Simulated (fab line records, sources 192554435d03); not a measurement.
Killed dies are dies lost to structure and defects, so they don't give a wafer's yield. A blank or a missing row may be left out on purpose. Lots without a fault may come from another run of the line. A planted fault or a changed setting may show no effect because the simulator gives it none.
Split-lot experiment | flow n5_finfet | 7 lots, 39 wafers read, on a route of 1938 steps

THE SPLIT
At N5_PMOS_HMC_CHANNEL_EPI_EPI_20 (deposits SiGe30, target thk 59 nm), the setting temp_c was moved away from the recipe's 600 C on 15 of the 39 wafers read, by -1.2% to +0.6%. The other wafers ran this setting at the recipe's value.

The reading is taken at the split's own step.

THE READING
SiGe30_of_PMOS_HMC_CHANNEL_EPI_EPI_20.thk_nm (the simulator's own value, which no gauge read), in nm, at N5_PMOS_HMC_CHANNEL_EPI_EPI_20 (deposits SiGe30, target thk 59 nm). The file gives no usual value for it. The 24 wafers here that ran the recipe average 58.66 nm, standard deviation 0.82 nm.

wafer  | tool, chamber at the split | temp_c as run, C | against the recipe | SiGe30_of_PMOS_HMC_CHANNEL_EPI_EPI_20.thk_nm, nm | against lot-mates on the recipe
L074.2 | epi_rpcvd-03, 0            | 600              | recipe             | 59.9                                             | -
L074.3 | epi_rpcvd-03, 0            | 600              | recipe             | 59.84                                            | -
L074.4 | epi_rpcvd-03, 0            | 600              | recipe             | 60.1                                             | -
L075.1 | epi_rpcvd-03, 0            | 603.4            | +0.6%              | 62.8                                             | +3.79
L075.2 | epi_rpcvd-03, 0            | 603.4            | +0.6%              | 62.62                                            | +3.61
L075.3 | epi_rpcvd-03, 0            | 600              | recipe             | 59.45                                            | -
L075.4 | epi_rpcvd-03, 0            | 600              | recipe             | 58.39                                            | -
L075.5 | epi_rpcvd-03, 0            | 600              | recipe             | 59.2                                             | -
L075.6 | epi_rpcvd-03, 0            | 603.4            | +0.6%              | 62.33                                            | +3.32
L076.1 | epi_rpcvd-03, 0            | 600              | recipe             | 58.82                                            | -
L076.2 | epi_rpcvd-03, 0            | 600              | recipe             | 59.12                                            | -
L076.3 | epi_rpcvd-03, 0            | 600              | recipe             | 59                                               | -
L076.4 | epi_rpcvd-03, 0            | 592.9            | -1.2%              | 52.48                                            | -6.50
L076.5 | epi_rpcvd-03, 0            | 592.9            | -1.2%              | 51.58                                            | -7.40
L076.6 | epi_rpcvd-03, 0            | 592.9            | -1.2%              | 52.27                                            | -6.71
L082.1 | epi_rpcvd-02, 0            | 600              | recipe             | 58.84                                            | -
L082.2 | epi_rpcvd-02, 0            | 594.7            | -0.9%              | 53.87                                            | -5.32
L082.3 | epi_rpcvd-02, 0            | 600              | recipe             | 59.12                                            | -
L082.4 | epi_rpcvd-02, 0            | 594.7            | -0.9%              | 54.11                                            | -5.08
L082.5 | epi_rpcvd-02, 0            | 594.7            | -0.9%              | 53.36                                            | -5.83
L082.6 | epi_rpcvd-02, 0            | 600              | recipe             | 59.6                                             | -
L087.1 | epi_rpcvd-03, 0            | 596.2            | -0.6%              | 54.68                                            | -4.03
L087.2 | epi_rpcvd-03, 0            | 596.2            | -0.6%              | 55.12                                            | -3.59
L087.3 | epi_rpcvd-03, 0            | 600              | recipe             | 58.11                                            | -
L087.4 | epi_rpcvd-03, 0            | 596.2            | -0.6%              | 55.48                                            | -3.23
L087.5 | epi_rpcvd-03, 0            | 600              | recipe             | 58.81                                            | -
L087.6 | epi_rpcvd-03, 0            | 600              | recipe             | 59.22                                            | -
L093.1 | epi_rpcvd-04, 0            | 600              | recipe             | 57.53                                            | -
L093.2 | epi_rpcvd-04, 0            | 600              | recipe             | 58.58                                            | -
L093.3 | epi_rpcvd-04, 0            | 600              | recipe             | 58.26                                            | -
L093.4 | epi_rpcvd-04, 0            | 600              | recipe             | 57.99                                            | -
L093.5 | epi_rpcvd-04, 0            | 600              | recipe             | 58.09                                            | -
L093.6 | epi_rpcvd-04, 0            | 600              | recipe             | 57.71                                            | -
L094.1 | epi_rpcvd-02, 0            | 600              | recipe             | 57.56                                            | -
L094.2 | epi_rpcvd-02, 0            | 603.9            | +0.6%              | 61.99                                            | +4.60
L094.3 | epi_rpcvd-02, 0            | 600              | recipe             | 57.2                                             | -
L094.4 | epi_rpcvd-02, 0            | 600              | recipe             | 57.42                                            | -
L094.5 | epi_rpcvd-02, 0            | 603.9            | +0.6%              | 62.13                                            | +4.74
L094.6 | epi_rpcvd-02, 0            | 603.9            | +0.6%              | 62.57                                            | +5.18

THE FIT
A straight line over all 39 wafers: SiGe30_of_PMOS_HMC_CHANNEL_EPI_EPI_20.thk_nm changes by +5.71 nm for each +1% of temp_c; r = +0.97; the points scatter about the line by 0.72 nm.
The same after taking each lot's own level away (the mean of its wafers on the recipe; 39 wafers): +6.18 nm for each +1%; r = +0.99; scatter 0.4 nm.
On that fit, the largest move of temp_c shifts the reading by 7.3 nm.
The lots' own levels span 57.393 to 59.947 nm, that is 3.1 times the standard deviation above.
So the lot-to-lot level changes the slope little: the two slopes agree.
Check: with one of the wafers moved furthest among these (-1.2%) left out of the fit, the line predicts -7.3 nm for it against its lot-mates. It came out at -6.5 nm against them.

THE FILE'S OWN FIT
SiGe30_of_PMOS_HMC_CHANNEL_EPI_EPI_20.thk_nm changes by +6.12 nm for each +1% of temp_c, r = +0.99.
